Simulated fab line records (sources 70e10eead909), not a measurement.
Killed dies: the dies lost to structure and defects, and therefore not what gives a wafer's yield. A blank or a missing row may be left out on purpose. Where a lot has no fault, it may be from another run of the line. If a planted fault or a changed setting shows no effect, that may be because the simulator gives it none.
fab line records	flow nand_harc
[record] lots = 6	wafers = 18	last_day = 35
route steps=1302 shown A_CONTACT@998 END@1302
lots with no fault: from the same line, run without faults
start_h: hours from the record's first day to the start of the lot's first wafer shown	wait_h: hours from the lot's prior step to this one	" as in the row above	L1.1+2: several wafers, shown together as one row	- no value, or no start given	* or withheld: withheld	< > ~ a bound
route shown NAME@n: NAME is a module with steps in the file, n the number in the route of the first one	usual: the fault-free wafers' mean and standard deviation	same: alike in all rows	chamber/n: place in a boat	sites: each site's reading	_std_site: the standard deviation of these	_edge_site: inner sites' mean taken away from outer sites' mean	radius_mm: for every site, how far away it sits from the centre of the wafer	mask NAME#n: copy n	behind: tool/chamber where the wafer was last shaped	hold: the reason the lot was held/the length of the hold in hours/how it ended	device: whichever transistor did not switch (one of n, p or np)	end of line: the route-end tests of the same wafers	where a step has no rows: the recipe by itself	killed: dies that structure and defects cost at the first sort, which is not the same as the wafer's yield	map: shows each die of a wafer: x if killed, . if not, _ if none is there
set.NAME: the setting that was run; set.NAME@STEP: the one run at that earlier step	model.NAME: the simulator's own value behind a step, which no gauge read
a table for each step, a row for each wafer; lots at some steps of the route
services: when a tool's chamber went out of use (start_h, in hours from the record's first day, below 0 if earlier), for how many hours, and the reason
[[steps]]
[step NHARC_A_CONTACT_OVL_MEAS_43]
[usual] overlay_x_nm = 0.0/0.88	overlay_y_nm = -0.2/0.86
lot.wafer	tool	chamber	start_h	wait_h	overlay_x_nm	overlay_y_nm
L985.1	overlay-02	-	603.87	-	-0.6	-0.1
L985.4	"	-	"	"	-0.3	-0.3
L985.6	"	-	"	"	-0.9	-0.2
L986.1	overlay-02	-	633.07	-	0.4	0.2
L986.4	"	-	"	"	0.0	0.3
L986.6	"	-	"	"	0.0	0.3
L990.2	overlay-01	-	661.66	-	1.8	0.9
L990.3	"	-	"	"	1.0	0.8
L990.6	"	-	"	"	1.5	1.0
L993.1	overlay-02	-	679.88	-	-0.1	0.9
L993.3	"	-	"	"	-0.4	0.7
L993.6	"	-	"	"	-0.3	0.5
L995.1	overlay-01	-	710.41	-	-0.7	-0.7
L995.4	"	-	"	"	-0.7	-0.6
L995.6	"	-	"	"	-1.3	-0.6
L996.1	overlay-01	-	724.36	-	-0.3	0.3
L996.5	"	-	"	"	-0.1	-0.3
L996.6	"	-	"	"	-0.6	-0.2
[step NHARC_A_CONTACT_INSPECT_44]
[usual] raw_defect_count = 84/43
lot.wafer	tool	chamber	start_h	wait_h	raw_defect_count
L985.1	defect_inspect-02	-	603.91	0.0	39
L985.4	"	-	"	"	25
L985.6	"	-	"	"	59
L986.1	defect_inspect-01	-	633.11	0.0	122
L986.4	"	-	"	"	87
L986.6	"	-	"	"	99
L990.2	defect_inspect-01	-	661.69	0.0	26
L990.3	"	-	"	"	19
L990.6	"	-	"	"	38
L993.1	defect_inspect-01	-	679.92	0.0	75
L993.3	"	-	"	"	70
L993.6	"	-	"	"	90
L995.1	defect_inspect-02	-	710.45	0.0	26
L995.4	"	-	"	"	22
L995.6	"	-	"	"	23
L996.1	defect_inspect-01	-	724.40	0.0	174
L996.5	"	-	"	"	141
L996.6	"	-	"	"	127
[step NHARC_A_CONTACT_DESCUM_47]
[recipe] time_s = 3	o2_flow_sccm = 200	ar_flow_sccm = 0	bias_power_w = 0	chemistry = O2
[step NHARC_A_CONTACT_ETCH_48]
[recipe] target_depth_a = 390	over_etch_frac = 0.3	time_s = 65	ion_energy_ev = 80	cf4_flow_sccm = 150	ar_flow_sccm = 0	rf_w = 300	bias_w = 100	chemistry = CF4
[step NHARC_A_CONTACT_ETCH_49]
[recipe] target_depth_a = 2600	over_etch_frac = 0.3	time_s = 475.3	ion_energy_ev = 200	n2_flow_sccm = 150	h2_flow_sccm = 150	ar_flow_sccm = 0	rf_w = 400	bias_w = 150	chemistry = N2/H2
[usual] bias_w = 150.0/0.45	chamber_pressure_mTorr = 30.000/0.027	drypump_motor_current_A = 5.5/0.47	oes_product_au = 1.001/0.012	rf_vpp_V = 430/3.4	showerhead_plenum_p_Torr = 2.03/0.12	throttle_valve_pct = 14.171/0.0096
lot.wafer	tool	chamber	start_h	wait_h	bias_w	chamber_pressure_mTorr	drypump_motor_current_A	oes_product_au	rf_hours_counter_h	rf_vpp_V	showerhead_plenum_p_Torr	throttle_valve_pct
L985.4	rie_diel-05	3	-	-	150.2	29.966	5.2	1.001	3	431	2.07	14.173
L985.1	"	0	"	"	150.4	29.989	6.0	0.984	3	427	1.91	14.187
L985.6	"	2	"	"	149.9	30.014	5.7	0.985	-	436	2.22	14.162
L986.1	rie_diel-04	1	-	-	150.6	29.994	5.6	1.002	25	427	1.96	14.172
L986.4	"	2	"	"	150.4	29.924	5.3	1.019	24	429	2.05	14.161
L986.6	"	0	"	"	149.7	29.992	5.5	0.996	-	430	1.97	14.167
L990.2	rie_diel-09	3	-	-	150.1	30.024	5.6	0.998	24	434	2.21	14.179
L990.3	"	2	"	"	149.5	30.000	4.7	1.010	29	426	1.90	14.174
L990.6	"	3	"	"	150.5	30.015	5.6	0.998	-	435	2.21	14.159
L993.1	rie_diel-05	1	-	-	150.4	30.023	4.9	0.991	31	432	2.06	14.184
L993.3	"	2	"	"	150.1	29.967	5.8	1.007	31	434	2.21	14.170
L993.6	"	2	"	"	150.4	29.983	5.7	1.010	-	435	2.21	14.158
L995.1	rie_diel-09	3	-	-	149.3	30.070	5.6	0.999	3	435	2.21	14.172
L995.4	"	1	"	"	150.0	29.953	6.0	0.996	3	426	1.88	14.172
L995.6	"	2	"	"	149.5	29.984	4.7	1.011	-	428	1.90	14.177
L996.1	rie_diel-05	0	-	-	150.4	29.995	6.0	0.986	45	427	1.89	14.170
L996.6	"	1	"	"	149.5	29.984	4.9	0.990	-	430	2.05	14.172
L996.5	"	2	"	"	149.9	29.953	5.7	0.994	-	435	2.20	14.166
[step NHARC_A_CONTACT_ETCH_50]
[recipe] target_depth_a = 1210	time_s = 60.5	cf4_flow_sccm = 100	chf3_flow_sccm = 30	ar_flow_sccm = 0	rf_w = 500	bias_w = 200	chemistry = CF4/CHF3
[step NHARC_A_CONTACT_ETCH_51]
[recipe] target_depth_a = 70000	over_etch_frac = 0.3	time_s = 1820	ion_energy_ev = 150	o2_flow_sccm = 400	cos_flow_sccm = 20	ar_flow_sccm = 0	rf_w = 500	bias_w = 300	chemistry = O2/COS
[usual] bias_w = 299.9/0.87	chamber_pressure_mTorr = 20.000/0.02	drypump_motor_current_A = 5.5/0.49	o2_flow_sccm = 400.0/1.1	oes_product_au = 1.001/0.013	rf_vpp_V = 313.7/2.5	showerhead_plenum_p_Torr = 3.09/0.16	throttle_valve_pct = 28.329/0.009
lot.wafer	tool	chamber	start_h	wait_h	bias_w	chamber_pressure_mTorr	drypump_motor_current_A	o2_flow_sccm	oes_product_au	rf_hours_counter_h	rf_vpp_V	showerhead_plenum_p_Torr	throttle_valve_pct
L985.4	rie_diel-05	3	-	-	299.6	19.993	5.3	400.1	0.995	4	314.0	3.17	28.342
L985.1	"	0	"	"	301.1	20.010	6.0	402.5	0.974	4	310.0	2.93	28.337
L985.6	"	0	"	"	302.5	19.993	6.0	400.4	0.995	-	311.8	2.93	28.319
L986.1	rie_diel-04	3	-	-	299.4	20.007	6.6	401.8	0.989	32	316.8	3.33	28.327
L986.4	"	1	"	"	300.4	19.986	5.6	400.6	1.001	26	312.2	3.01	28.335
L986.6	"	3	"	"	299.3	19.971	6.6	400.4	0.995	-	315.0	3.33	28.326
L990.3	rie_diel-09	1	-	-	301.0	19.991	6.0	401.9	1.005	30	310.7	2.90	28.328
L990.2	"	3	"	"	300.2	19.994	5.6	400.2	0.998	25	317.3	3.36	28.335
L990.6	"	0	"	"	299.8	19.992	5.2	400.5	1.011	-	313.6	3.04	28.301
L993.3	rie_diel-05	3	-	-	300.1	19.995	5.2	399.5	0.993	23	314.1	3.16	28.335
L993.1	"	0	"	"	299.1	19.983	6.0	402.1	0.982	27	311.1	2.92	28.337
L993.6	"	3	"	"	298.5	19.995	5.3	399.3	1.000	-	315.2	3.16	28.329
L995.1	rie_diel-09	0	-	-	298.1	20.025	5.2	399.8	1.008	4	313.4	3.03	28.332
L995.4	"	3	"	"	300.3	20.012	5.6	399.6	1.003	4	316.4	3.36	28.326
L995.6	"	0	"	"	300.2	19.987	5.2	400.5	1.009	-	311.0	3.03	28.327
L996.1	rie_diel-05	1	-	-	299.2	19.987	4.9	401.0	0.993	51	314.0	3.14	28.319
L996.5	"	1	"	"	300.4	19.967	5.0	398.9	0.995	-	315.4	3.14	28.339
L996.6	"	2	"	"	299.6	20.001	5.7	399.0	1.014	-	316.6	3.35	28.323
[step NHARC_A_CONTACT_ETCH_111]
[recipe] source_w = withheld	pressure_mtorr = 20	bias_v = withheld	time_s = 140	target_depth_a = 7000	ar_flow_sccm = withheld	c4f8_flow_sccm = withheld	o2_flow_sccm = withheld	chemistry = C4F8/O2/Ar
[step NHARC_A_CONTACT_ETCH_112]
[recipe] source_w = withheld	pressure_mtorr = 20	bias_v = 3000	time_s = 190	target_depth_a = 18500	ar_flow_sccm = withheld	c4f8_flow_sccm = withheld	o2_flow_sccm = withheld	chemistry = C4F8/O2/Ar
[usual] chamber_pressure_mTorr = 19.996/0.019	oes_air_line_au = 1.002/0.02
lot.wafer	tool	chamber	start_h	wait_h	chamber_pressure_mTorr	oes_air_line_au	rf_hours_counter_h
L985.1	har_cap_etch-02	1	606.17	0.2	20.008	1.012	105
L985.4	"	1	"	"	20.008	1.011	-
L985.6	"	0	"	"	20.005	0.988	-
L986.1	har_cap_etch-01	1	635.27	0.2	20.019	1.035	22
L986.4	"	0	"	"	19.990	1.017	-
L986.6	"	0	"	"	19.977	0.993	-
L990.2	har_cap_etch-01	1	663.78	0.2	20.019	1.008	27
L990.3	"	1	"	"	19.990	1.010	-
L990.6	"	0	"	"	19.993	1.003	-
L993.1	har_cap_etch-01	0	682.04	0.2	19.981	1.022	29
L993.3	"	0	"	"	20.006	1.001	-
L993.6	"	0	"	"	20.009	1.001	-
L995.1	har_cap_etch-03	0	712.53	0.2	19.987	0.990	80
L995.4	"	0	"	"	20.006	1.015	-
L995.6	"	1	"	"	19.993	0.981	-
L996.1	har_cap_etch-02	1	726.51	0.2	20.010	0.979	125
L996.6	"	1	"	"	20.025	0.978	-
L996.5	"	0	"	"	19.982	1.041	-
[step NHARC_A_CONTACT_ETCH_113]
[recipe] source_w = withheld	pressure_mtorr = 20	bias_v = 3000	time_s = 190	target_depth_a = 18500	ar_flow_sccm = withheld	c4f8_flow_sccm = withheld	o2_flow_sccm = withheld	chemistry = C4F8/O2/Ar
[usual] chamber_pressure_mTorr = 20.000/0.017	oes_air_line_au = 1.000/0.022
lot.wafer	tool	chamber	start_h	wait_h	chamber_pressure_mTorr	oes_air_line_au	rf_hours_counter_h
L985.1	har_cap_etch-02	1	606.35	0.1	20.003	0.982	105
L985.4	"	1	"	"	19.998	1.011	-
L985.6	"	0	"	"	19.997	1.019	-
L986.1	har_cap_etch-01	1	635.50	0.2	20.024	1.027	22
L986.4	"	0	"	"	20.002	0.991	-
L986.6	"	0	"	"	19.989	1.012	-
L990.2	har_cap_etch-01	1	663.95	0.1	20.022	0.980	27
L990.3	"	1	"	"	20.013	0.986	-
L990.6	"	0	"	"	20.024	0.989	-
L993.1	har_cap_etch-01	0	682.21	0.1	19.966	1.019	29
L993.3	"	0	"	"	20.015	0.992	-
L993.6	"	0	"	"	19.988	1.006	-
L995.1	har_cap_etch-03	0	712.70	0.1	20.011	0.981	80
L995.4	"	0	"	"	19.993	0.953	-
L995.6	"	1	"	"	19.994	0.987	-
L996.1	har_cap_etch-02	1	726.68	0.1	20.003	0.990	125
L996.6	"	1	"	"	20.038	0.998	-
L996.5	"	0	"	"	20.000	0.957	-
[step NHARC_A_CONTACT_ETCH_114]
[recipe] source_w = withheld	pressure_mtorr = 20	bias_v = 3000	time_s = 190	target_depth_a = 18500	ar_flow_sccm = withheld	c4f8_flow_sccm = withheld	o2_flow_sccm = withheld	chemistry = C4F8/O2/Ar
[step NHARC_A_CONTACT_ETCH_115]
[recipe] source_w = withheld	pressure_mtorr = 20	bias_v = 3000	time_s = 190	target_depth_a = 18500	ar_flow_sccm = withheld	c4f8_flow_sccm = withheld	o2_flow_sccm = withheld	chemistry = C4F8/O2/Ar
[usual] chamber_pressure_mTorr = 20.002/0.018	oes_air_line_au = 1.001/0.021
lot.wafer	tool	chamber	start_h	wait_h	chamber_pressure_mTorr	oes_air_line_au	rf_hours_counter_h
L985.1	har_cap_etch-02	1	606.69	0.1	20.029	1.013	105
L985.4	"	1	"	"	20.033	1.000	-
L985.6	"	0	"	"	19.996	0.991	-
L986.1	har_cap_etch-01	1	635.95	0.2	19.984	0.986	22
L986.4	"	0	"	"	20.001	0.978	-
L986.6	"	0	"	"	19.972	1.016	-
L990.2	har_cap_etch-01	1	664.29	0.1	19.987	0.999	27
L990.3	"	1	"	"	20.002	1.017	-
L990.6	"	0	"	"	20.001	0.991	-
L993.1	har_cap_etch-01	0	682.56	0.1	19.986	0.986	30
L993.3	"	0	"	"	19.985	0.985	-
L993.6	"	0	"	"	20.011	0.994	-
L995.1	har_cap_etch-03	0	713.04	0.1	19.995	0.988	80
L995.4	"	0	"	"	19.992	1.009	-
L995.6	"	1	"	"	20.012	1.022	-
L996.1	har_cap_etch-02	1	727.02	0.1	20.015	0.972	126
L996.6	"	1	"	"	19.996	1.000	-
L996.5	"	0	"	"	20.003	0.979	-
[step NHARC_A_CONTACT_ETCH_116]
[recipe] source_w = withheld	pressure_mtorr = 20	bias_v = 3000	time_s = 190	target_depth_a = 18500	ar_flow_sccm = withheld	c4f8_flow_sccm = withheld	o2_flow_sccm = withheld	chemistry = C4F8/O2/Ar
[usual] chamber_pressure_mTorr = 19.999/0.019	oes_air_line_au = 1.001/0.02
lot.wafer	tool	chamber	start_h	wait_h	chamber_pressure_mTorr	oes_air_line_au	rf_hours_counter_h
L985.1	har_cap_etch-02	1	606.86	0.1	19.984	0.962	106
L985.4	"	1	"	"	19.987	0.947	-
L985.6	"	0	"	"	19.999	0.969	-
L986.1	har_cap_etch-01	1	636.18	0.2	19.988	0.987	22
L986.4	"	0	"	"	19.983	1.016	-
L986.6	"	0	"	"	20.000	0.984	-
L990.2	har_cap_etch-01	1	664.46	0.1	-	-	-
L990.3	"	1	"	"	-	-	-
L990.6	"	0	"	"	-	-	-
L993.1	har_cap_etch-01	0	682.73	0.1	-	-	-
L993.3	"	0	"	"	-	-	-
L993.6	"	0	"	"	-	-	-
L995.1	har_cap_etch-03	0	713.21	0.1	19.993	0.996	80
L995.4	"	0	"	"	20.036	0.967	-
L995.6	"	1	"	"	20.043	0.996	-
L996.1	har_cap_etch-02	1	727.19	0.1	19.994	0.979	126
L996.6	"	1	"	"	20.014	0.966	-
L996.5	"	0	"	"	20.047	1.015	-
[step NHARC_A_CONTACT_ETCH_117]
[recipe] source_w = withheld	pressure_mtorr = 20	bias_v = 3000	time_s = 190	target_depth_a = 18500	ar_flow_sccm = withheld	c4f8_flow_sccm = withheld	o2_flow_sccm = withheld	chemistry = C4F8/O2/Ar
[step NHARC_END_SORT_01]
[recipe] temp_c = 25
[usual] killed_at_array = 62/22	killed_at_other = 1.0/1.4	killed_at_periphery = 4.2/2.8	killed_dies = 67/23	killed_open = 3.1/1.7	killed_short = 2.1/1.5
[same] gross_dies = 677
lot.wafer	tool	chamber	start_h	wait_h	hold	killed_at_array	killed_at_other	killed_at_periphery	killed_dies	killed_open	killed_short
L985.1	prober-02	0	675.26	2.5	-	35	1	1	37	2	2
L985.4	prober-02	0	677.67	3.4	-	25	2	1	28	3	2
L985.6	prober-02	0	679.28	4.0	-	49	0	2	51	3	2
L986.1	prober-02	0	706.44	2.5	-	82	0	9	91	7	0
L986.4	prober-02	0	708.84	3.4	-	64	0	6	70	2	3
L986.6	prober-02	0	710.45	4.0	-	74	1	4	79	4	2
L990.2	prober-01	0	732.42	2.8	await_dispo/2.7h/scrap	675	0	2	677	5	0
L990.3	prober-01	0	733.22	3.1	await_dispo/2.7h/scrap	674	0	3	677	1	2
L990.6	prober-01	0	735.61	4.0	await_dispo/2.7h/scrap	676	0	1	677	2	1
L993.1	prober-02	0	748.64	2.5	await_dispo/4.7h/scrap	675	1	1	677	2	1
L993.3	prober-02	0	750.23	3.1	await_dispo/4.7h/scrap	672	2	3	677	3	2
L993.6	prober-02	0	752.61	4.0	await_dispo/4.7h/scrap	670	2	5	677	3	3
L995.1	prober-01	0	786.86	2.5	-	25	0	3	28	4	3
L995.4	prober-01	0	789.25	3.4	-	32	1	6	39	6	2
L995.6	prober-01	0	790.83	4.0	-	31	1	5	37	4	6
L996.1	prober-02	0	824.05	2.5	-	95	0	5	100	1	2
L996.5	prober-02	0	827.25	3.7	-	89	1	6	96	6	2
L996.6	prober-02	0	828.05	4.0	-	88	0	2	90	3	4
// killed by level:class
L985.1 A_CHANNEL_HOLE_D2:chamber_film_flake=22 A_CHANNEL_HOLE_D1:chamber_film_flake=4 A_SLIT:chamber_film_flake=3 A_CONTACT:chamber_film_flake=2 A_ONON_D2:geometric_particle:short=1 A_WL_FILL:geometric_particle:short=1 A_WL_FILL:geometric_particle:open=1 STARTING-WAFER:geometric_particle:open=1
L985.4 A_CHANNEL_HOLE_D2:chamber_film_flake=12 A_CHANNEL_HOLE_D1:chamber_film_flake=3 A_CONTACT:chamber_film_flake=3 A_M1:chamber_film_flake=2 P_GATE:geometric_particle:open=1 A_CHANNEL_FILL_D1:geometric_particle:open=1 A_DECK1_JOINT:geometric_particle:open=1 A_M0:geometric_particle:short=1
L985.6 A_CHANNEL_HOLE_D2:chamber_film_flake=26 A_CHANNEL_HOLE_D1:chamber_film_flake=8 A_SLIT:chamber_film_flake=5 A_DECK1_JOINT:chamber_film_flake=2 A_STAIRCASE:chamber_film_flake=2 P_CONTACT:geometric_particle:short=1 P_M1:geometric_particle:open=1 A_SOURCE_PLATE:geometric_particle:open=1
L986.1 A_CHANNEL_HOLE_D1:chamber_film_flake=34 A_CHANNEL_HOLE_D2:chamber_film_flake=24 A_CONTACT:chamber_film_flake=5 A_SGD_CUT:chamber_film_flake=4 A_CHANNEL_FILL_D2:chamber_film_flake=4 P_STI:chamber_film_flake=3 P_GATE:chamber_film_flake=3 A_DECK1_JOINT:chamber_film_flake=3
L986.4 A_CHANNEL_HOLE_D1:chamber_film_flake=27 A_CHANNEL_HOLE_D2:chamber_film_flake=18 A_SLIT:chamber_film_flake=5 P_GATE:chamber_film_flake=4 A_SGD_CUT:chamber_film_flake=4 A_CONTACT:chamber_film_flake=2 P_M0:geometric_particle:open=1 A_DECK1_JOINT:geometric_particle:short=1
L986.6 A_CHANNEL_HOLE_D1:chamber_film_flake=33 A_CHANNEL_HOLE_D2:chamber_film_flake=24 P_STI:chamber_film_flake=3 A_CHANNEL_FILL_D2:chamber_film_flake=3 A_SGD_CUT:chamber_film_flake=3 A_CONTACT:chamber_film_flake=2 P_GATE:geometric_particle:open=1 A_ONON_D1:geometric_particle:open=1
L990.2 A_CONTACT:area_etch=646 A_CHANNEL_HOLE_D1:chamber_film_flake=9 A_STAIRCASE:chamber_film_flake=8 A_CONTACT:chamber_film_flake=4 A_SLIT:chamber_film_flake=3 P_CONTACT:geometric_particle:open=1 P_M2:geometric_particle:open=1 A_ONON_D2:geometric_particle:open=1
L990.3 A_CONTACT:area_etch=652 A_CHANNEL_HOLE_D1:chamber_film_flake=8 A_STAIRCASE:chamber_film_flake=6 P_ZERO_WELL:chamber_film_flake=2 A_CHANNEL_FILL_D1:chamber_film_flake=2 P_GATE:geometric_particle:open=1 A_DECK1_JOINT:geometric_particle:short=1 A_M0:geometric_particle:short=1
L990.6 A_CONTACT:area_etch=644 A_CHANNEL_HOLE_D1:chamber_film_flake=9 A_SLIT:chamber_film_flake=7 A_STAIRCASE:chamber_film_flake=4 A_DECK1_JOINT:chamber_film_flake=2 A_WL_FILL:chamber_film_flake=2 A_CHANNEL_FILL_D1:geometric_particle:open=1 A_CHANNEL_FILL_D1:geometric_particle:short=1
L993.1 A_CONTACT:area_etch=606 A_CHANNEL_HOLE_D2:chamber_film_flake=25 A_CHANNEL_HOLE_D1:chamber_film_flake=21 A_CONTACT:chamber_film_flake=8 A_SLIT:chamber_film_flake=4 A_BLC:chamber_film_flake=3 A_STAIRCASE:chamber_film_flake=2 A_WL_FILL:chamber_film_flake=2
L993.3 A_CONTACT:area_etch=601 A_CHANNEL_HOLE_D2:chamber_film_flake=31 A_CHANNEL_HOLE_D1:chamber_film_flake=16 A_SLIT:chamber_film_flake=8 A_BLC:chamber_film_flake=4 A_STAIRCASE:chamber_film_flake=3 P_GATE:chamber_film_flake=2 A_CONTACT:chamber_film_flake=2
L993.6 A_CONTACT:area_etch=592 A_CHANNEL_HOLE_D2:chamber_film_flake=36 A_CHANNEL_HOLE_D1:chamber_film_flake=24 A_CONTACT:chamber_film_flake=4 A_STAIRCASE:chamber_film_flake=3 A_BLC:chamber_film_flake=3 A_WL_FILL:geometric_particle:short=2 P_GATE:chamber_film_flake=2
L995.1 A_SLIT:chamber_film_flake=7 A_SGD_CUT:chamber_film_flake=3 A_CHANNEL_HOLE_D1:chamber_film_flake=2 A_CHANNEL_HOLE_D2:chamber_film_flake=2 A_CONTACT:chamber_film_flake=2 P_CONTACT:geometric_particle:short=1 P_M0:geometric_particle:open=1 A_CHANNEL_FILL_D1:geometric_particle:short=1
L995.4 A_CONTACT:chamber_film_flake=11 A_SLIT:chamber_film_flake=6 P_CONTACT:geometric_particle:open=3 A_CHANNEL_HOLE_D1:unspecified=3 A_SGD_CUT:chamber_film_flake=3 A_CHANNEL_FILL_D1:geometric_particle:open=2 P_ZERO_WELL:chamber_film_flake=2 A_CHANNEL_FILL_D1:geometric_particle:short=1
L995.6 A_SLIT:chamber_film_flake=10 A_SGD_CUT:chamber_film_flake=4 A_CONTACT:chamber_film_flake=4 A_M0:geometric_particle:open=2 P_ZERO_WELL:chamber_film_flake=2 A_CHANNEL_HOLE_D1:unspecified=2 A_WL_FILL:chamber_film_flake=2 P_GATE:geometric_particle:open=1
L996.1 A_CHANNEL_HOLE_D2:chamber_film_flake=33 A_SLIT:chamber_film_flake=32 A_CHANNEL_HOLE_D1:chamber_film_flake=14 A_CONTACT:chamber_film_flake=6 P_M0:geometric_particle:short=2 P_GATE:chamber_film_flake=2 A_CHANNEL_FILL_D2:chamber_film_flake=2 A_STAIRCASE:chamber_film_flake=2
L996.5 A_SLIT:chamber_film_flake=33 A_CHANNEL_HOLE_D2:chamber_film_flake=27 A_CHANNEL_HOLE_D1:chamber_film_flake=17 A_CONTACT:chamber_film_flake=5 A_STAIRCASE:chamber_film_flake=3 P_GATE:geometric_particle:open=1 P_M0:geometric_particle:short=1 P_M0:geometric_particle:open=1
L996.6 A_SLIT:chamber_film_flake=26 A_CHANNEL_HOLE_D2:chamber_film_flake=25 A_CHANNEL_HOLE_D1:chamber_film_flake=13 A_CONTACT:chamber_film_flake=9 A_STAIRCASE:chamber_film_flake=5 A_CHANNEL_FILL_D2:geometric_particle:short=2 A_M0:geometric_particle:open=2 A_WL_FILL:chamber_film_flake=2
// map L990.2 (x killed, . not)
____________x____________
_________xxxxxxx_________
_______xxxxxxxxxxx_______
______xxxxxxxxxxxxx______
_____xxxxxxxxxxxxxxx_____
____xxxxxxxxxxxxxxxxx____
____xxxxxxxxxxxxxxxxx____
___xxxxxxxxxxxxxxxxxxx___
___xxxxxxxxxxxxxxxxxxx___
__xxxxxxxxxxxxxxxxxxxxx__
__xxxxxxxxxxxxxxxxxxxxx__
_xxxxxxxxxxxxxxxxxxxxxxx_
_xxxxxxxxxxxxxxxxxxxxxxx_
_xxxxxxxxxxxxxxxxxxxxxxx_
_xxxxxxxxxxxxxxxxxxxxxxx_
_xxxxxxxxxxxxxxxxxxxxxxx_
xxxxxxxxxxxxxxxxxxxxxxxxx
xxxxxxxxxxxxxxxxxxxxxxxxx
xxxxxxxxxxxxxxxxxxxxxxxxx
xxxxxxxxxxxxxxxxxxxxxxxxx
xxxxxxxxxxxxxxxxxxxxxxxxx
_xxxxxxxxxxxxxxxxxxxxxxx_
_xxxxxxxxxxxxxxxxxxxxxxx_
_xxxxxxxxxxxxxxxxxxxxxxx_
_xxxxxxxxxxxxxxxxxxxxxxx_
_xxxxxxxxxxxxxxxxxxxxxxx_
__xxxxxxxxxxxxxxxxxxxxx__
__xxxxxxxxxxxxxxxxxxxxx__
___xxxxxxxxxxxxxxxxxxx___
___xxxxxxxxxxxxxxxxxxx___
____xxxxxxxxxxxxxxxxx____
____xxxxxxxxxxxxxxxxx____
_____xxxxxxxxxxxxxxx_____
______xxxxxxxxxxxxx______
_______xxxxxxxxxxx_______
_________xxxxxxx_________
____________x____________
// map L993.1 (x killed, . not)
____________x____________
_________xxxxxxx_________
_______xxxxxxxxxxx_______
______xxxxxxxxxxxxx______
_____xxxxxxxxxxxxxxx_____
____xxxxxxxxxxxxxxxxx____
____xxxxxxxxxxxxxxxxx____
___xxxxxxxxxxxxxxxxxxx___
___xxxxxxxxxxxxxxxxxxx___
__xxxxxxxxxxxxxxxxxxxxx__
__xxxxxxxxxxxxxxxxxxxxx__
_xxxxxxxxxxxxxxxxxxxxxxx_
_xxxxxxxxxxxxxxxxxxxxxxx_
_xxxxxxxxxxxxxxxxxxxxxxx_
_xxxxxxxxxxxxxxxxxxxxxxx_
_xxxxxxxxxxxxxxxxxxxxxxx_
xxxxxxxxxxxxxxxxxxxxxxxxx
xxxxxxxxxxxxxxxxxxxxxxxxx
xxxxxxxxxxxxxxxxxxxxxxxxx
xxxxxxxxxxxxxxxxxxxxxxxxx
xxxxxxxxxxxxxxxxxxxxxxxxx
_xxxxxxxxxxxxxxxxxxxxxxx_
_xxxxxxxxxxxxxxxxxxxxxxx_
_xxxxxxxxxxxxxxxxxxxxxxx_
_xxxxxxxxxxxxxxxxxxxxxxx_
_xxxxxxxxxxxxxxxxxxxxxxx_
__xxxxxxxxxxxxxxxxxxxxx__
__xxxxxxxxxxxxxxxxxxxxx__
___xxxxxxxxxxxxxxxxxxx___
___xxxxxxxxxxxxxxxxxxx___
____xxxxxxxxxxxxxxxxx____
____xxxxxxxxxxxxxxxxx____
_____xxxxxxxxxxxxxxx_____
______xxxxxxxxxxxxx______
_______xxxxxxxxxxx_______
_________xxxxxxx_________
____________x____________
[[services]]
tool	chamber	start_h	hours	kind
rie_diel-05	-	584.74	9.0	pm
rie_diel-05	0	584.74	9.0	vent_cycle
rie_diel-05	1	584.74	9.0	vent_cycle
rie_diel-05	2	584.74	9.0	vent_cycle
rie_diel-05	3	584.74	9.0	vent_cycle
rie_diel-04	2	591.69	4.0	repair
rie_diel-05	0	593.74	-	clean
rie_diel-05	0	593.74	-	consumable_replace:focus_ring
rie_diel-05	1	593.74	-	clean
rie_diel-05	1	593.74	-	consumable_replace:focus_ring
rie_diel-05	2	593.74	-	clean
rie_diel-05	2	593.74	-	consumable_replace:focus_ring
rie_diel-05	2	593.74	-	consumable_replace:showerhead
rie_diel-05	3	593.74	-	clean
rie_diel-05	0	618.95	-	clean
rie_diel-05	1	618.95	-	clean
rie_diel-05	2	618.95	-	clean
rie_diel-05	3	618.95	-	clean
rie_diel-04	2	620.67	3.5	repair
rie_diel-05	3	621.63	9.3	repair
rie_diel-04	1	656.79	14.2	repair
rie_diel-09	-	674.10	9.0	pm
rie_diel-04	-	710.38	9.0	pm
rie_diel-09	1	713.42	9.6	repair
[[key]]
[first_sign] step = NHARC_A_CONTACT_ETCH_116	reading = tool_record	direction = missing
[effect] step = NHARC_END_SORT_01	reading = killed_at_array	direction = up	sigmas = 27	usual = 62	struck = 674
[more_kills_born_at] NHARC_A_CONTACT_ETCH_116@har_cap_etch-01 = 3741
met_at NHARC_A_CONTACT_ETCH_116
struck_wafers L990.2,L990.3,L990.6,L993.1,L993.3,L993.6
later_rows_left_out L990.2,L990.3,L990.6,L993.1,L993.3,L993.6
tester_left_out L990,L993
onset_between 636.18 664.46
[fault] kind = skipped_step_whole	tool = har_cap_etch-01	chamber = -	onset_h = 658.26	steps = NHARC_A_CONTACT_ETCH_116	scope = struck_lots_only
// tester_left_out: of these lots the tester's yield and bins aren't shown, on N5 and GAA mostly nor the transistor test; their killed dies are dies lost to structure and defects alone, not to doping, threshold or leakage, so they don't give the yield
// later_rows_left_out: the simulator's readings of these wafers behind a module that went badly wrong aren't trusted and aren't shown, but for the sort
